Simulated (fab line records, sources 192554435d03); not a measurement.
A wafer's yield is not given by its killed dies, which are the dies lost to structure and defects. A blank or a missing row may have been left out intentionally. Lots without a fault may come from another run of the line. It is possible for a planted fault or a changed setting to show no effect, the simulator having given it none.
Split-lot experiment | flow n5_finfet | route with 1938 steps; 7 lots, 21 wafers read

== THE SPLIT ==
At N5_BEOL_M2_ETCH_70 (etches SOC in N2/H2, target depth 80 nm, overetch 24 nm, time 130 s), the setting bias_w was moved away from the recipe's 150 W on 5 of the 21 wafers read, by -15.5% to +12.3%. For the rest of the wafers, this setting stayed at what the recipe calls for.

The split's own step is where the reading is taken.

== THE READING ==
rf_vpp_V, in V, at N5_BEOL_M2_ETCH_70 (etches SOC in N2/H2, target depth 80 nm, overetch 24 nm, time 130 s). Typical for fault-free wafers on this fab line: 522.8 V, with standard deviation 2.1 V.

wafer  | tool, chamber at the split | bias_w as run, W | against the recipe | rf_vpp_V, V | against lot-mates on the recipe
L083.3 | rie_diel-06, 1             | 150              | recipe             | 528.3       | -
L083.4 | rie_diel-06, 3             | 150              | recipe             | 526.6       | -
L083.6 | rie_diel-06, 2             | 150              | recipe             | 522.0       | -
L090.1 | rie_diel-02, 2             | 150              | recipe             | 522.1       | -
L090.2 | rie_diel-02, 3             | 150              | recipe             | 523.3       | -
L090.6 | rie_diel-02, 2             | 150              | recipe             | 521.6       | -
L089.2 | rie_diel-06, 3             | 132.8            | -11.5%             | 486.6       | -37.6
L089.5 | rie_diel-06, 1             | 150              | recipe             | 527.1       | -
L089.6 | rie_diel-06, 0             | 150              | recipe             | 521.3       | -
L091.2 | rie_diel-06, 1             | 150              | recipe             | 528.2       | -
L091.4 | rie_diel-06, 0             | 150              | recipe             | 520.5       | -
L091.5 | rie_diel-06, 1             | 157.7            | +5.1%              | 544.7       | +20.4
L092.1 | rie_diel-05, 1             | 150              | recipe             | 523.4       | -
L092.3 | rie_diel-05, 2             | 150              | recipe             | 523.7       | -
L092.5 | rie_diel-05, 1             | 150              | recipe             | 521.9       | -
L094.2 | rie_diel-05, 1             | 150              | recipe             | 521.4       | -
L094.4 | rie_diel-05, 3             | 150              | recipe             | 522.8       | -
L094.6 | rie_diel-05, 3             | 126.7            | -15.5%             | 470.6       | -51.5
L097.1 | rie_diel-06, 2             | 168.5            | +12.3%             | 562.3       | +33.9
L097.2 | rie_diel-06, 1             | 150              | recipe             | 528.4       | -
L097.4 | rie_diel-06, 3             | 168.5            | +12.3%             | 566.6       | +38.2

THE FIT
A straight line over all 21 wafers: rf_vpp_V changes by +3.36 V for each +1% of bias_w; r = +0.99; the points scatter about the line by 2.8 V.
The same after taking each lot's own level away (the mean of its wafers on the recipe; 21 wafers): +3.16 V for each +1%; r = +0.99; scatter 2.5 V.
That fit puts the effect of the largest move of bias_w on the reading at 49 V.
Measured against the standard deviation above, the lots' own levels, which go from 522.10 to 528.40 V, span 3.0 times it.
So the lot-to-lot level changes the slope little: the two slopes agree.
Check: for one of the wafers moved furthest among these (-15.5%), held out of the fit, the line's prediction against its lot-mates is -48 V. It came out at -51.5 V against them.
Tool readings at the split's step, against how far the setting was moved: rf_vpp_V r = +0.99.

== THESE WAFERS: OTHER SPLITS ==
Note: prior to the reading, these wafers also went through further splits. Each is held against what the fit with the lots' levels taken away leaves over:
other split on the same wafers       | wafers away from the commonest value | r with rf_vpp_V (lot level and that fit taken away)
N5_MOL_CONTACT_COAG_COAT_76 spin_rpm | 8                                    | -0.02
N5_BEOL_M0_SAQP_PECVD_96 time_s      | 5                                    | -0.06
N5_BEOL_M0_SAQP_ETCH_88 source_w     | 5                                    | -0.08
N5_BEOL_M0_CUTY_COAT_51 spin_rpm     | 7                                    | -0.29
N5_BEOL_M1_ETCH_64 source_w          | 9                                    | -0.17
N5_BEOL_M2_DESCUM_33 time_s          | 8                                    | +0.27

== THE WHOLE CHAIN: every reading that the file lists as answering this split, in the file's order ==
step               | what it does                                                        | reading                                                                          | change (the file's fit)                | r (the file's)
N5_BEOL_M2_ETCH_70 | etches SOC in N2/H2, target depth 80 nm, overetch 24 nm, time 130 s | rf_vpp_V                                                                         | +3.23 V for each +1% of the setting    | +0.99
N5_BEOL_M2_ETCH_70 | etches SOC in N2/H2, target depth 80 nm, overetch 24 nm, time 130 s | SiARC_of_BEOL_M2_COAT_68.thk_nm (the simulator's own value, which no gauge read) | -0.0887 nm for each +1% of the setting | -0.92

== FILE'S OWN FIT ==
rf_vpp_V changes by +3.23 V for each +1% of bias_w, r = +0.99.
